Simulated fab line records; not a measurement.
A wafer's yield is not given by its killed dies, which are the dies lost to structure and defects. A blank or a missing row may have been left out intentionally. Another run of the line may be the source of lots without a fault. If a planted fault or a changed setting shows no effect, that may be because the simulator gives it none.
Matching of chambers ; flow n5 finfet ; 4 sister chambers for N5_BEOL_M1_ETCHBACK_99 on rie diel-01
The step etches SiO2 in CHF3, target depth 5 nm, time 10.4 s. 14 wafers are shown with their chamber, then 7 later ones without.

== WAFERS, EACH WITH ITS CHAMBER ==
wafer;chamber;showerhead plenum p Torr (Torr);oes product au (a.u.);throttle valve pct (%)
L075.2;0;2.21;0.68;17.12
L075.5;1;2.16;0.80;16.87
L075.6;0;2.21;0.67;17.15
L076.3;3;2.07;0.74;17.17
L076.4;0;2.21;0.67;17.13
L076.5;3;2.07;0.75;17.16
L077.1;1;2.16;0.79;16.88
L077.2;2;2.21;0.92;16.80
L077.5;2;2.21;0.94;16.80
L081.4;2;2.20;0.90;16.83
L081.5;2;2.20;0.90;16.82
L081.6;3;2.07;0.73;17.20
L085.2;2;2.20;0.89;16.85
L085.3;1;2.15;0.78;16.92

SIGNATURES, as means of the wafers listed above
reading;chamber 0;chamber 1;chamber 2;chamber 3;scatter within a chamber
showerhead plenum p Torr;2.2100;2.1567;2.2040;2.0700;0.00432
oes product au;0.6733;0.7900;0.9100;0.7400;0.0144
throttle valve pct;17.1333;16.8900;16.8200;17.1767;0.0213
Rule: distance of a wafer from a chamber = root of the sum over the readings of ((wafer's reading minus chamber's mean) / reading's scatter) squared. If the next closest chamber is less than 2 further off than the closest, the wafer can't be placed; otherwise it belongs to the closest. The scatter: take each reading less its chamber's mean, square it, sum over the shown wafers, divide by the number of wafers less the number of chambers, and take the root.

== WAFERS WHOSE CHAMBER IS MISSING ==
wafer;showerhead plenum p Torr (Torr);oes product au (a.u.);throttle valve pct (%)
L085.6;2.15;0.78;16.91
L087.2;2.20;0.92;16.70
L087.4;2.20;0.88;16.85
L087.6;2.20;0.92;16.69
L095.2;2.19;0.86;16.87
L095.5;2.06;0.71;17.23
L095.6;2.19;0.88;16.72

== WHICH CHAMBER EACH ONE RAN IN ==
wafer;from the rows above;in truth
L085.6;1;1
L087.2;2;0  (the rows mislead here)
L087.4;2;2
L087.6;2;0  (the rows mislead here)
L095.2;2;2
L095.5;3;3
L095.6;2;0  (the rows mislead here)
4 of 7 placed correctly. From these rows, 0 cannot be placed. Number placed wrongly: 3.
